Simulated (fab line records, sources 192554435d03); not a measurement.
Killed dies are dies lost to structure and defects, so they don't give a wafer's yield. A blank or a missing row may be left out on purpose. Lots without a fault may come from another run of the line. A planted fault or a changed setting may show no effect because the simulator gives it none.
fab line records | flow n5_finfet
record lots=5 wafers=15 last_day=17
route steps=1938 shown BEOL_M4@1068
lots that met no fault: from a run of the same line without faults
start_h: hours from the record's first day to the start of the lot's first wafer shown | wait_h: hours since the lot's step before | " the same as in the row above | L1.1+2: a row that stands for several wafers | - no value, or no start given | * or withheld: withheld | < > ~ a bound
route shown NAME@n: a module of which the file shows steps, and the number in the route of the first | usual: mean/standard deviation of fault-free wafers | same: alike in all rows | chamber/n: place in a boat | sites: the reading at each site | _std_site: their standard deviation | _edge_site: outer sites' mean less inner sites' | radius_mm: how far each site lies from the wafer's centre | mask NAME#n: copy n | behind: the tool/chamber that last shaped the wafer | hold: why the lot was held/for how many hours/how that ended | device: the transistor (n, p or np) that didn't switch | end of line: the same wafers' tests at the end of the route | a step without rows: its recipe alone | killed: dies lost to structure and defects at the first sort, not the wafer's yield | map: a wafer's dies, x killed, . not, _ none there
set.NAME: the setting as run; set.NAME@STEP: as run at that earlier step | model.NAME: the simulator's own value behind a step, which no gauge read
lots at some steps of the route; a table a step, a row a wafer
services: from which hour (start_h, from the record's first day; less than 0 if before it) a tool's chamber was out of use, for how many hours, and why
## steps
# step N5_BEOL_M4_STRIP_83
# recipe chemistry=C4F6/O2 resist=SiARC rf_frequency_hz=6e+07
# columns lot.wafer tool chamber start_h wait_h
L074.1+2+3 rie_diel-01 1,0,3 170.09 0.0
L077.3+4+5 rie_diel-05 2,1,0 181.27 0.0
L091.1+2+6 rie_diel-03 0,1,1 257.43 0.0
L094.3+5+6 rie_diel-05 3,0,2 295.46 0.0
L095.1+4+5 rie_diel-05 3,0,2 296.14 0.0
# step N5_BEOL_M4_STRIP_36
# recipe chemistry=N2/H2 power_w=450 temp_c=40 pressure_mtorr=20 rf_frequency_hz=6e+07 overash_fraction=0.3 bias_power_w=7 h2_frac=0.5 n2_flow_sccm=200 h2_flow_sccm=200
# usual chamber_pressure_mTorr=20.003/0.029 drypump_motor_current_A=5.8/0.47 oes_product_au=0.78/0.092 rf_vpp_V=59.3/1.5 showerhead_plenum_p_Torr=2.60/0.052 throttle_valve_pct=23.63/0.24
# columns lot.wafer tool chamber start_h wait_h chamber_pressure_mTorr drypump_motor_current_A oes_product_au rf_hours_counter_h rf_vpp_V showerhead_plenum_p_Torr throttle_valve_pct
L074.1 rie_diel-01 1 170.10 0.0 20.054 5.7 0.78 106 59.6 2.69 23.77
L074.2 " 0 " " 19.987 6.3 0.74 179 57.9 2.62 23.46
L074.3 " 3 " " 19.987 6.3 0.73 206 63.1 2.61 23.27
L077.3 rie_diel-05 2 181.28 0.0 20.014 5.9 0.68 244 58.7 2.61 23.88
L077.4 " 1 " " 19.990 5.1 0.76 140 61.4 2.52 23.33
L077.5 " 0 " " 20.012 6.4 0.71 - 60.4 2.62 23.52
L091.1 rie_diel-03 0 257.44 0.0 20.006 5.8 0.85 58 60.1 2.68 23.48
L091.2 " 1 " " 19.996 5.3 0.83 67 58.7 2.56 23.46
L091.6 " 1 " " 20.065 5.3 0.83 - 57.3 2.56 23.46
L094.3 rie_diel-05 3 295.47 0.0 20.019 5.7 0.91 24 60.5 2.50 24.03
L094.5 " 0 " " 20.069 6.5 0.69 - 58.6 2.60 23.59
L094.6 " 2 " " 20.015 6.0 0.86 - 58.4 2.59 23.61
L095.1 rie_diel-05 3 296.15 0.0 19.998 5.7 0.89 25 59.6 2.50 24.04
L095.4 " 0 " " 20.023 6.5 0.69 - 60.9 2.60 23.56
L095.5 " 2 " " 20.020 5.9 0.87 - 58.9 2.59 23.63
# step N5_BEOL_M4_TRENCH_ETCH_37
# recipe chemistry=C4F6/O2 target_depth_a=555.55 target=SiOC time_s=29.2 ion_energy_ev=250 pressure_mtorr=30 source_w=355 bias_w=185 Ar_flow_sccm=300 C4F6_flow_sccm=10 O2_flow_sccm=10
# usual chamber_pressure_mTorr=30.00/0.033 drypump_motor_current_A=5.8/0.47 oes_product_au=0.78/0.092 rf_vpp_V=666/8.8 showerhead_plenum_p_Torr=2.91/0.056 throttle_valve_pct=20.80/0.19
# columns lot.wafer tool chamber start_h wait_h chamber_pressure_mTorr drypump_motor_current_A oes_product_au rf_hours_counter_h rf_vpp_V showerhead_plenum_p_Torr throttle_valve_pct
L074.1 rie_diel-01 1 - - 30.01 5.7 0.79 106 662 2.97 20.67
L074.2 " 0 " " 29.97 6.3 0.74 179 665 2.96 20.83
L074.3 " 3 " " 29.99 6.3 0.72 206 676 2.93 20.84
L077.3 rie_diel-05 2 - - 29.97 6.0 0.69 244 666 2.90 21.02
L077.4 " 1 " " 29.98 5.1 0.76 140 645 2.82 20.32
L077.5 " 0 " " 30.01 6.4 0.72 - 667 2.94 20.64
L091.1 rie_diel-03 0 - - 29.99 5.8 0.85 59 686 3.01 20.82
L091.2 " 1 " " 30.00 5.3 0.82 67 664 2.90 20.96
L091.6 " 1 " " 30.00 5.3 0.82 - 664 2.90 20.96
L094.3 rie_diel-05 3 - - 29.98 5.7 0.92 24 677 2.80 20.96
L094.5 " 0 " " 30.03 6.5 0.68 - 665 2.92 20.71
L094.6 " 2 " " 30.01 5.9 0.88 - 666 2.89 20.72
L095.1 rie_diel-05 3 - - 30.00 5.7 0.91 25 676 2.80 20.95
L095.4 " 0 " " 30.05 6.4 0.68 - 665 2.92 20.73
L095.5 " 2 " " 30.02 5.9 0.88 - 665 2.89 20.70
# step N5_BEOL_M4_ETCH_41
# recipe chemistry=CH3F/O2 target=SiCN target_depth_a=299 taper_deg=2 time_s=52.5 ion_energy_ev=120 mask_material=TiN pressure_mtorr=30 source_w=395 bias_w=75 Ar_flow_sccm=150 CH3F_flow_sccm=30 O2_flow_sccm=20
# usual chamber_pressure_mTorr=30.00/0.037 drypump_motor_current_A=5.8/0.47 oes_product_au=0.78/0.092 rf_vpp_V=298.2/1 showerhead_plenum_p_Torr=2.05/0.04 throttle_valve_pct=16.27/0.16
# columns lot.wafer tool chamber start_h wait_h chamber_pressure_mTorr drypump_motor_current_A oes_product_au rf_hours_counter_h rf_vpp_V showerhead_plenum_p_Torr throttle_valve_pct
L074.1 rie_diel-01 1 - - 30.04 5.7 0.79 106 298.4 2.09 16.17
L074.2 " 0 " " 30.06 6.4 0.73 179 298.1 2.09 16.27
L074.3 " 3 " " 29.98 6.3 0.73 206 299.1 2.06 16.36
L077.3 rie_diel-05 2 - - 29.98 5.9 0.69 244 299.2 2.04 16.56
L077.4 " 1 " " 30.00 5.1 0.76 140 296.7 1.98 15.89
L077.5 " 0 " " 30.01 6.4 0.71 - 298.0 2.07 16.14
L091.1 rie_diel-03 0 - - 29.97 5.9 0.85 59 300.3 2.12 16.24
L091.2 " 1 " " 29.98 5.4 0.82 67 298.9 2.04 16.33
L091.6 " 1 " " 30.01 5.3 0.83 - 298.5 2.04 16.31
L094.3 rie_diel-05 3 - - 30.02 5.7 0.92 24 297.2 1.97 16.33
L094.5 " 0 " " 30.02 6.4 0.68 - 299.1 2.05 16.23
L094.6 " 2 " " 29.99 6.0 0.88 - 297.9 2.03 16.15
L095.1 rie_diel-05 3 - - 30.07 5.7 0.91 25 296.3 1.97 16.32
L095.4 " 0 " " 30.02 6.4 0.68 - 298.7 2.05 16.23
L095.5 " 2 " " 30.01 5.9 0.88 - 298.3 2.03 16.16
# step N5_BEOL_M4_STRIP_97
# recipe chemistry=N2/H2 time_s=10 power_w=450 temp_c=40 pressure_mtorr=20 rf_frequency_hz=6e+07 bias_power_w=7 n2_flow_sccm=200 h2_flow_sccm=200
# usual chamber_pressure_mTorr=20.001/0.017 drypump_motor_current_A=5.8/0.47 oes_product_au=0.78/0.092 rf_vpp_V=59.3/0.86 showerhead_plenum_p_Torr=2.60/0.052 throttle_valve_pct=23.63/0.24
# columns lot.wafer tool chamber start_h wait_h chamber_pressure_mTorr drypump_motor_current_A oes_product_au rf_hours_counter_h rf_vpp_V showerhead_plenum_p_Torr throttle_valve_pct
L074.1 rie_diel-01 1 - - 20.007 5.7 0.78 106 57.7 2.69 23.74
L074.2 " 0 " " 19.985 6.3 0.75 179 60.3 2.62 23.48
L074.3 " 3 " " 19.963 6.3 0.73 206 61.3 2.61 23.28
L077.3 rie_diel-05 2 - - 19.974 6.0 0.68 244 60.1 2.61 23.86
L077.4 " 1 " " 20.031 5.1 0.76 140 58.6 2.52 23.33
L077.5 " 0 " " 19.996 6.5 0.72 - 59.0 2.62 23.51
L091.1 rie_diel-03 0 - - 20.010 5.8 0.86 59 60.4 2.68 23.49
L091.2 " 1 " " 20.007 5.3 0.82 67 59.6 2.56 23.48
L091.6 " 1 " " 19.978 5.3 0.83 - 57.9 2.56 23.46
L094.3 rie_diel-05 3 - - 20.023 5.7 0.91 24 59.3 2.50 24.06
L094.5 " 0 " " 20.005 6.5 0.69 - 59.2 2.60 23.57
L094.6 " 2 " " 19.992 5.9 0.87 - 58.5 2.59 23.63
L095.1 rie_diel-05 3 - - 20.019 5.7 0.90 25 59.0 2.50 24.06
L095.4 " 0 " " 20.034 6.5 0.68 - 59.8 2.60 23.57
L095.5 " 2 " " 19.989 5.9 0.87 - 58.8 2.59 23.64
# step N5_BEOL_M4_OCD_MEAS_38
# usual trench_depth_nm=55.1/0.83
# columns lot.wafer tool chamber start_h wait_h trench_depth_nm
L074.1 ocd-01 - 170.30 - 55.6
L074.2 " - " " 55.8
L074.3 " - " " 55.6
L077.3 ocd-01 - 181.48 - 53.9
L077.4 " - " " 55.1
L077.5 " - " " 55.2
L091.1 ocd-01 - 257.63 - 55.4
L091.2 " - " " 55.0
L091.6 " - " " 55.2
L094.3 ocd-01 - 295.67 - 56.5
L094.5 " - " " 54.6
L094.6 " - " " 55.2
L095.1 ocd-02 - 296.34 - 55.7
L095.4 " - " " 54.2
L095.5 " - " " 55.1
# step N5_BEOL_M4_HM_STRIP_39
# recipe chemistry=peroxide_tin_strip material=TiN target_depth_a=250 temp_c=50 time_s=158
# columns lot.wafer tool chamber start_h wait_h
L074.1+2+3 wet_bench-01 0,5,4 170.33 0.0
L077.3+4+5 wet_bench-02 7,6,1 181.51 0.0
L091.1+2+6 wet_bench-02 5,7,4 257.66 0.0
L094.3+5+6 wet_bench-02 4,5,0 295.70 0.0
L095.1+4+5 wet_bench-02 1,4,3 296.38 0.0
# step N5_BEOL_M4_SRD_40
# recipe time_s=30 temp_c=23 rinse_liquid=diw dry=ipa_marangoni
# columns lot.wafer tool chamber start_h wait_h
L074.1+2+3 wet_bench-01 0,5,4 170.38 0.0
L077.3+4+5 wet_bench-02 7,6,1 181.57 0.0
L091.1+2+6 wet_bench-02 5,7,4 257.71 0.0
L094.3+5+6 wet_bench-02 4,5,0 295.74 0.0
L095.1+4+5 wet_bench-02 1,4,3 296.42 0.0
# step N5_BEOL_M4_PRECLEAN_42
# recipe chemistry=residue_remover time_s=60 temp_c=40
# columns lot.wafer tool chamber start_h wait_h
L074.1+2+3 wet_bench-01 0,5,4 170.40 0.0
L077.3+4+5 wet_bench-02 7,6,1 181.59 0.0
L091.1+2+6 wet_bench-02 5,7,4 257.73 0.0
L094.3+5+6 wet_bench-02 4,5,0 295.76 0.0
L095.1+4+5 wet_bench-02 1,4,3 296.44 0.0
# step N5_BEOL_M4_SRD_43
# recipe time_s=30 temp_c=23 rinse_liquid=diw dry=ipa_marangoni
# columns lot.wafer tool chamber start_h wait_h
L074.1+2+3 wet_bench-01 0,5,4 170.41 0.0
L077.3+4+5 wet_bench-02 7,6,1 181.61 0.0
L091.1+2+6 wet_bench-02 5,7,4 257.74 0.0
L094.3+5+6 wet_bench-02 4,5,0 295.78 0.0
L095.1+4+5 wet_bench-02 1,4,3 296.46 0.0
# step N5_BEOL_M4_CD_MEAS_35
# recipe target_cd_nm=18 target_cd_y_nm=22.4 polarity=opening
# usual cd_nm=18.1/0.39
# columns lot.wafer tool chamber start_h wait_h cd_nm
L074.1 cd_sem-01 - 170.46 0.0 17.8
L074.2 " - " " 18.7
L074.3 " - " " 18.1
L077.3 cd_sem-02 - 181.66 0.0 18.7
L077.4 " - " " 17.6
L077.5 " - " " 18.5
L091.1 cd_sem-01 - 257.78 0.0 18.2
L091.2 " - " " 17.7
L091.6 " - " " 18.4
L094.3 cd_sem-01 - 295.82 0.0 18.4
L094.5 " - " " 18.3
L094.6 " - " " 17.9
L095.1 cd_sem-02 - 296.50 0.0 18.7
L095.4 " - " " 18.6
L095.5 " - " " 17.9
# step N5_BEOL_M4_DEGAS_44
# recipe ambient=vacuum temp_c=250 time_s=60
# usual heater_power_w=344/28 susceptor_temp_C=250.00/0.18
# columns lot.wafer tool chamber start_h wait_h heater_power_w susceptor_temp_C
L074.1 pvd_sputter-01 - 170.86 0.4 352 250.09
L074.2 " - " " 369 249.92
L074.3 " - " " 341 250.19
L077.3 pvd_sputter-01 - 181.95 0.3 343 250.22
L077.4 " - " " 337 250.11
L077.5 " - " " 334 250.09
L091.1 pvd_sputter-03 - 258.05 0.3 367 250.01
L091.2 " - " " 329 250.02
L091.6 " - " " 378 249.83
L094.3 pvd_sputter-03 - 296.19 0.4 360 250.18
L094.5 " - " " 295 249.74
L094.6 " - " " 345 250.03
L095.1 pvd_sputter-01 - 296.57 0.1 364 250.11
L095.4 " - " " 394 249.96
L095.5 " - " " 329 249.92
# step N5_BEOL_M4_PRE_CLEAN_45
# recipe gas=H2/He time_s=30 temp_c=250
# usual heater_power_w=344/28 susceptor_temp_C=250.00/0.17
# columns lot.wafer tool chamber start_h wait_h heater_power_w susceptor_temp_C
L074.1 pvd_sputter-01 - 170.90 0.0 349 250.29
L074.2 " - " " 368 250.18
L074.3 " - " " 339 250.16
L077.3 pvd_sputter-01 - 181.99 0.0 345 250.10
L077.4 " - " " 335 249.99
L077.5 " - " " 334 250.06
L091.1 pvd_sputter-03 - 258.09 0.0 377 250.33
L091.2 " - " " 338 250.15
L091.6 " - " " 374 250.54
L094.3 pvd_sputter-03 - 296.23 0.0 357 250.16
L094.5 " - " " 291 250.03
L094.6 " - " " 346 250.10
L095.1 pvd_sputter-01 - 296.61 0.0 369 249.82
L095.4 " - " " 384 250.01
L095.5 " - " " 331 250.01
# step N5_BEOL_M4_ALD_84
# recipe material=TaN target_thk_a=* temp_c=275 ald_precursor_family=PDMAT ald_co_reactant=NH3 pressure_torr=3 carrier_flow_sccm=1500 pulse_time_s=2 purge_time_s=3 co_reactant_purge_time_s=2 co_reactant_pulse_time_s=3 ald_cycles=30 precursor_vessel_temp_c=75 precursor_vessel_pressure_torr=26.25 precursor_vessel_carrier_sccm=1000
# usual heater_power_w=417/40 mfc_carrier_sccm=1501/4.2 precursor_vessel_temp_c=74.99/0.12 susceptor_temp_C=274.98/0.19
# same co_reactant_pulse_time_s=3
# columns lot.wafer tool chamber start_h wait_h heater_power_w mfc_carrier_sccm precursor_vessel_temp_c susceptor_temp_C
L074.1 ald_metal-02 0 171.19 0.3 400 1504 74.91 274.97
L074.2 " 3 " " 431 1501 75.09 274.81
L074.3 " 1 " " 362 1498 74.95 275.08
L077.3 ald_metal-02 2 182.05 0.0 474 1490 75.16 275.03
L077.4 " 0 " " 405 1508 74.99 275.01
L077.5 " 2 " " 482 1501 75.22 275.08
L091.1 ald_metal-03 3 258.15 0.0 328 1495 74.77 275.07
L091.2 " 2 " " 401 1500 75.13 274.80
L091.6 " 0 " " 414 1509 74.96 275.15
L094.3 ald_metal-03 2 296.55 0.3 395 1498 74.98 275.18
L094.5 " 0 " " 413 1495 74.94 274.87
L094.6 " 3 " " 330 1497 75.03 274.75
L095.1 ald_metal-03 2 296.76 0.1 403 1499 74.93 274.78
L095.4 " 1 " " 452 1504 74.91 275.18
L095.5 " 3 " " 328 1500 74.79 275.11
# step N5_BEOL_M4_SURFACE_TREAT_85
# recipe gas=Ar time_s=* ion_energy_ev=* ion_current_ma_cm2=0.5 pressure_mtorr=* ar_flow_sccm=30
# usual throttle_valve_pct=*
# columns lot.wafer tool chamber start_h wait_h throttle_valve_pct
L074.1 pvd_sputter-02 - 172.24 1.0 *
L074.2 " - " " *
L074.3 " - " " *
L077.3 pvd_sputter-01 - 182.35 0.2 *
L077.4 " - " " *
L077.5 " - " " *
L091.1 pvd_sputter-01 - 258.41 0.2 *
L091.2 " - " " *
L091.6 " - " " *
L094.3 pvd_sputter-02 - 296.81 0.2 *
L094.5 " - " " *
L094.6 " - " " *
L095.1 pvd_sputter-03 - 298.77 1.9 *
L095.4 " - " " *
L095.5 " - " " *
# step N5_BEOL_M4_CVD_47
# recipe material=Co target_thk_a=30 temp_c=withheld precursor=CCTBA/H2 pressure_torr=30 time_s=223.8
# columns lot.wafer tool chamber start_h wait_h
L074.1+2+3 cvd_co-01 0,1,2 172.53 0.3
L077.3+4+5 cvd_co-02 2,0,0 182.71 0.3
L091.1+2+6 cvd_co-01 2,1,0 258.49 0.1
L094.3+5+6 cvd_co-01 1,0,1 296.89 0.1
L095.1+4+5 cvd_co-01 1,2,1 298.83 0.0
# step N5_BEOL_M4_SPUTTER_48
# recipe material=Cu target_thk_a=45 temp_c=-20 chamber_pressure_pa=0.07 power_w=withheld time_s=8.29
# usual susceptor_temp_C=-20.00/0.11 throttle_valve_pct=30.1/1.1
# columns lot.wafer tool chamber start_h wait_h susceptor_temp_C throttle_valve_pct
L074.1 pvd_sputter-01 - 172.78 0.2 -19.88 31.2
L074.2 " - " " -19.93 29.5
L074.3 " - " " -20.19 28.8
L077.3 pvd_sputter-01 - 184.37 1.6 -19.87 29.5
L077.4 " - " " -19.92 28.9
L077.5 " - " " -19.89 29.0
L091.1 pvd_sputter-03 - 258.77 0.2 -19.92 31.2
L091.2 " - " " -19.98 31.7
L091.6 " - " " -19.98 31.4
L094.3 pvd_sputter-02 - 297.05 0.1 -20.01 30.8
L094.5 " - " " -19.97 29.9
L094.6 " - " " -20.18 30.9
L095.1 pvd_sputter-02 - 298.99 0.1 -19.89 30.5
L095.4 " - " " -19.86 30.7
L095.5 " - " " -20.16 31.1
# step N5_BEOL_M4_ANNEAL_49
# recipe temp_c=400 time_s=240 ambient=vacuum
# usual heater_power_w=859/71 susceptor_temp_C=400.00/0.2
# columns lot.wafer tool chamber start_h wait_h heater_power_w susceptor_temp_C
L074.1 pvd_sputter-01 - 172.86 0.0 874 399.70
L074.2 " - " " 827 400.03
L074.3 " - " " 931 399.97
L077.3 pvd_sputter-01 - 184.45 0.0 826 399.89
L077.4 " - " " 922 399.99
L077.5 " - " " 979 400.37
L091.1 pvd_sputter-03 - 258.85 0.0 881 400.10
L091.2 " - " " 952 400.16
L091.6 " - " " 842 400.02
L094.3 pvd_sputter-02 - 297.13 0.0 752 399.98
L094.5 " - " " 789 400.09
L094.6 " - " " 771 400.07
L095.1 pvd_sputter-02 - 299.07 0.0 788 399.85
L095.4 " - " " 877 399.89
L095.5 " - " " 888 399.87
# step N5_BEOL_M4_SPUTTER_79
# recipe material=Cu target_thk_a=45 temp_c=-20 chamber_pressure_pa=0.07 power_w=withheld time_s=8.29
# usual susceptor_temp_C=-20.01/0.1 throttle_valve_pct=30.1/1.1
# columns lot.wafer tool chamber start_h wait_h susceptor_temp_C throttle_valve_pct
L074.1 pvd_sputter-01 - 173.00 0.1 -20.19 31.2
L074.2 " - " " -19.94 29.7
L074.3 " - " " -20.05 28.7
L077.3 pvd_sputter-01 - 184.59 0.1 -19.97 29.4
L077.4 " - " " -19.95 29.0
L077.5 " - " " -19.92 28.8
L091.1 pvd_sputter-03 - 258.99 0.1 -19.94 31.7
L091.2 " - " " -20.03 31.5
L091.6 " - " " -19.89 31.7
L094.3 pvd_sputter-02 - 297.27 0.1 -19.92 30.8
L094.5 " - " " -20.00 29.4
L094.6 " - " " -20.08 31.0
L095.1 pvd_sputter-02 - 299.21 0.1 -20.09 30.9
L095.4 " - " " -20.14 30.9
L095.5 " - " " -20.10 31.5
# step N5_BEOL_M4_ANNEAL_80
# recipe temp_c=400 time_s=240 ambient=vacuum
# usual heater_power_w=860/70 susceptor_temp_C=399.99/0.21
# columns lot.wafer tool chamber start_h wait_h heater_power_w susceptor_temp_C
L074.1 pvd_sputter-01 - 173.08 0.0 872 400.25
L074.2 " - " " 866 399.93
L074.3 " - " " 929 400.07
L077.3 pvd_sputter-01 - 184.67 0.0 833 399.99
L077.4 " - " " 911 399.89
L077.5 " - " " 953 399.93
L091.1 pvd_sputter-03 - 259.07 0.0 878 399.79
L091.2 " - " " 913 399.73
L091.6 " - " " 875 399.79
L094.3 pvd_sputter-02 - 297.35 0.0 777 400.12
L094.5 " - " " 777 400.09
L094.6 " - " " 754 399.74
L095.1 pvd_sputter-02 - 299.29 0.0 768 400.28
L095.4 " - " " 875 399.92
L095.5 " - " " 911 399.96
# step N5_BEOL_M4_SPUTTER_81
# recipe material=Cu target_thk_a=45 temp_c=-20 chamber_pressure_pa=0.07 power_w=withheld time_s=8.29
# usual susceptor_temp_C=-20.00/0.11 throttle_valve_pct=30.1/1.1
# columns lot.wafer tool chamber start_h wait_h susceptor_temp_C throttle_valve_pct
L074.1 pvd_sputter-01 - 173.22 0.1 -19.81 31.0
L074.2 " - " " -19.86 29.5
L074.3 " - " " -19.90 29.0
L077.3 pvd_sputter-01 - 184.81 0.1 -19.99 29.4
L077.4 " - " " -19.88 28.9
L077.5 " - " " -20.05 28.7
L091.1 pvd_sputter-03 - 259.21 0.1 -19.89 31.3
L091.2 " - " " -20.02 31.5
L091.6 " - " " -19.88 31.4
L094.3 pvd_sputter-02 - 297.49 0.1 -20.00 30.6
L094.5 " - " " -20.00 29.7
L094.6 " - " " -19.96 30.7
L095.1 pvd_sputter-02 - 299.43 0.1 -20.16 30.9
L095.4 " - " " -19.81 31.3
L095.5 " - " " -19.90 31.2
# step N5_BEOL_M4_ANNEAL_82
# recipe temp_c=400 time_s=240 ambient=vacuum
# usual heater_power_w=860/73 susceptor_temp_C=399.99/0.24
# columns lot.wafer tool chamber start_h wait_h heater_power_w susceptor_temp_C
L074.1 pvd_sputter-01 - 173.30 0.0 890 399.92
L074.2 " - " " 839 399.99
L074.3 " - " " 912 400.16
L077.3 pvd_sputter-01 - 184.89 0.0 833 400.05
L077.4 " - " " 930 400.42
L077.5 " - " " 971 399.88
L091.1 pvd_sputter-03 - 259.29 0.0 854 399.76
L091.2 " - " " 920 400.12
L091.6 " - " " 868 400.02
L094.3 pvd_sputter-02 - 297.57 0.0 783 400.25
L094.5 " - " " 788 400.15
L094.6 " - " " 793 399.98
L095.1 pvd_sputter-02 - 299.51 0.0 777 400.04
L095.4 " - " " 873 400.50
L095.5 " - " " 898 400.46
# step N5_BEOL_M4_SPUTTER_86
# recipe material=Cu target_thk_a=45 temp_c=-20 chamber_pressure_pa=0.07 power_w=withheld time_s=8.29
# usual susceptor_temp_C=-20.00/0.12 throttle_valve_pct=30.1/1.1
# columns lot.wafer tool chamber start_h wait_h susceptor_temp_C throttle_valve_pct
L074.1 pvd_sputter-01 - 173.44 0.1 -19.78 31.1
L074.2 " - " " -19.95 29.5
L074.3 " - " " -20.00 29.0
L077.3 pvd_sputter-01 - 185.03 0.1 -19.97 29.7
L077.4 " - " " -20.11 28.7
L077.5 " - " " -20.08 29.2
L091.1 pvd_sputter-03 - 259.43 0.1 -20.02 31.4
L091.2 " - " " -20.01 31.7
L091.6 " - " " -20.10 31.5
L094.3 pvd_sputter-02 - 297.71 0.1 -19.94 30.9
L094.5 " - " " -20.10 29.5
L094.6 " - " " -19.89 30.9
L095.1 pvd_sputter-02 - 299.65 0.1 -20.24 30.9
L095.4 " - " " -19.91 31.3
L095.5 " - " " -19.88 31.0
# step N5_BEOL_M4_ANNEAL_87
# recipe temp_c=400 time_s=240 ambient=vacuum
# usual heater_power_w=859/70 susceptor_temp_C=400.00/0.25
# columns lot.wafer tool chamber start_h wait_h heater_power_w susceptor_temp_C
L074.1 pvd_sputter-01 - 173.52 0.0 876 399.89
L074.2 " - " " 825 400.05
L074.3 " - " " 927 400.01
L077.3 pvd_sputter-01 - 185.11 0.0 851 400.32
L077.4 " - " " 945 399.93
L077.5 " - " " 956 399.92
L091.1 pvd_sputter-03 - 259.51 0.0 865 400.28
L091.2 " - " " 956 399.71
L091.6 " - " " 882 399.78
L094.3 pvd_sputter-02 - 297.79 0.0 766 399.87
L094.5 " - " " 803 400.25
L094.6 " - " " 769 399.97
L095.1 pvd_sputter-02 - 299.73 0.0 778 399.93
L095.4 " - " " 851 400.02
L095.5 " - " " 903 399.52
# step N5_BEOL_M4_SPUTTER_88
# recipe material=Cu target_thk_a=45 temp_c=-20 chamber_pressure_pa=0.07 power_w=withheld time_s=8.29
# usual susceptor_temp_C=-20.01/0.1 throttle_valve_pct=30.1/1.1
# columns lot.wafer tool chamber start_h wait_h susceptor_temp_C throttle_valve_pct
L074.1 pvd_sputter-01 - 173.66 0.1 -19.97 31.2
L074.2 " - " " -20.09 29.7
L074.3 " - " " -19.82 28.8
L077.3 pvd_sputter-01 - 185.25 0.1 -19.83 29.4
L077.4 " - " " -20.08 28.8
L077.5 " - " " -20.03 28.7
L091.1 pvd_sputter-03 - 259.65 0.1 -19.90 31.3
L091.2 " - " " -19.92 31.7
L091.6 " - " " -19.92 31.6
L094.3 pvd_sputter-02 - 297.93 0.1 -20.02 30.8
L094.5 " - " " -20.10 29.3
L094.6 " - " " -19.96 31.0
L095.1 pvd_sputter-02 - 299.87 0.1 -19.91 30.9
L095.4 " - " " -19.95 30.8
L095.5 " - " " -20.30 31.0
# step N5_BEOL_M4_ANNEAL_89
# recipe temp_c=400 time_s=240 ambient=vacuum
# usual heater_power_w=858/70 susceptor_temp_C=400.02/0.23
# columns lot.wafer tool chamber start_h wait_h heater_power_w susceptor_temp_C
L074.1 pvd_sputter-01 - 173.74 0.0 876 400.08
L074.2 " - " " 864 400.15
L074.3 " - " " 917 399.69
L077.3 pvd_sputter-01 - 185.33 0.0 829 399.86
L077.4 " - " " 941 400.19
L077.5 " - " " 955 400.09
L091.1 pvd_sputter-03 - 259.73 0.0 881 400.24
L091.2 " - " " 954 399.74
L091.6 " - " " 877 400.12
L094.3 pvd_sputter-02 - 298.01 0.0 774 399.85
L094.5 " - " " 781 399.71
L094.6 " - " " 766 400.11
L095.1 pvd_sputter-02 - 299.95 0.0 793 400.09
L095.4 " - " " 859 400.25
L095.5 " - " " 901 400.19
# step N5_BEOL_M4_SPUTTER_90
# recipe material=Cu target_thk_a=45 temp_c=-20 chamber_pressure_pa=0.07 power_w=withheld time_s=8.29
# usual susceptor_temp_C=-20.01/0.11 throttle_valve_pct=30.1/1.1
# columns lot.wafer tool chamber start_h wait_h susceptor_temp_C throttle_valve_pct
L074.1 pvd_sputter-01 - 173.88 0.1 -20.04 31.2
L074.2 " - " " -19.95 29.6
L074.3 " - " " -20.16 28.7
L077.3 pvd_sputter-01 - 185.47 0.1 -19.94 29.6
L077.4 " - " " -20.10 28.8
L077.5 " - " " -20.03 28.9
L091.1 pvd_sputter-03 - 259.87 0.1 -20.13 31.4
L091.2 " - " " -19.97 31.4
L091.6 " - " " -20.12 31.2
L094.3 pvd_sputter-02 - 298.15 0.1 -20.02 31.2
L094.5 " - " " -19.96 29.7
L094.6 " - " " -20.13 31.0
L095.1 pvd_sputter-02 - 300.09 0.1 -20.03 30.6
L095.4 " - " " -20.04 31.2
L095.5 " - " " -19.83 31.0
# step N5_BEOL_M4_ANNEAL_91
# recipe temp_c=400 time_s=240 ambient=vacuum
# usual heater_power_w=860/71 susceptor_temp_C=400.02/0.23
# columns lot.wafer tool chamber start_h wait_h heater_power_w susceptor_temp_C
L074.1 pvd_sputter-01 - 173.96 0.0 879 400.28
L074.2 " - " " 820 399.81
L074.3 " - " " 934 399.90
L077.3 pvd_sputter-01 - 185.55 0.0 831 399.91
L077.4 " - " " 947 399.82
L077.5 " - " " 945 400.08
L091.1 pvd_sputter-03 - 259.95 0.0 863 399.80
L091.2 " - " " 933 399.87
L091.6 " - " " 883 400.11
L094.3 pvd_sputter-02 - 298.23 0.0 764 400.03
L094.5 " - " " 795 400.16
L094.6 " - " " 772 399.89
L095.1 pvd_sputter-02 - 300.17 0.0 774 399.91
L095.4 " - " " 859 399.89
L095.5 " - " " 911 399.54
# step N5_BEOL_M4_SPUTTER_92
# recipe material=Cu target_thk_a=45 temp_c=-20 chamber_pressure_pa=0.07 power_w=withheld time_s=8.29
# usual susceptor_temp_C=-20.00/0.1 throttle_valve_pct=30.1/1.1
# columns lot.wafer tool chamber start_h wait_h susceptor_temp_C throttle_valve_pct
L074.1 pvd_sputter-01 - 174.10 0.1 -20.13 31.0
L074.2 " - " " -19.99 29.2
L074.3 " - " " -20.22 28.7
L077.3 pvd_sputter-01 - 185.69 0.1 -20.01 29.4
L077.4 " - " " -19.92 29.0
L077.5 " - " " -20.02 28.8
L091.1 pvd_sputter-03 - 260.09 0.1 -19.87 31.4
L091.2 " - " " -19.89 31.5
L091.6 " - " " -20.02 31.7
L094.3 pvd_sputter-02 - 298.37 0.1 -19.89 31.1
L094.5 " - " " -19.95 29.5
L094.6 " - " " -19.95 31.0
L095.1 pvd_sputter-02 - 300.31 0.1 -19.99 30.9
L095.4 " - " " -20.06 31.2
L095.5 " - " " -19.92 31.0
## services
# columns tool chamber start_h hours kind
cvd_co-02 2 151.49 10.4 repair
cvd_co-02 1 152.68 56.4 repair
rie_diel-01 2 153.55 - clean
rie_diel-05 - 156.32 4.3 pm
pvd_sputter-03 - 172.58 5.0 repair
rie_diel-01 1 182.08 1.6 repair
wet_bench-02 - 182.83 1.3 repair
rie_diel-05 2 202.05 - clean
rie_diel-05 2 202.05 - consumable_replace:focus_ring
rie_diel-05 2 202.05 14.4 scheduled_down
rie_diel-05 2 202.05 14.4 vent_cycle
rie_diel-05 3 216.48 - clean
rie_diel-05 3 216.48 - consumable_replace:focus_ring
rie_diel-05 3 216.48 20.3 scheduled_down
rie_diel-05 3 216.48 20.3 vent_cycle
ald_metal-02 2 216.87 25.7 repair
cvd_co-02 - 226.00 0.7 repair
rie_diel-05 - 228.13 0.4 repair
rie_diel-01 3 235.05 61.9 repair
cvd_co-02 - 258.86 0.4 repair
ald_metal-03 - 270.01 1.2 repair
rie_diel-05 2 271.67 4.7 repair
rie_diel-01 0 275.58 5.2 repair
rie_diel-05 1 291.08 6.5 repair
## key
fault none
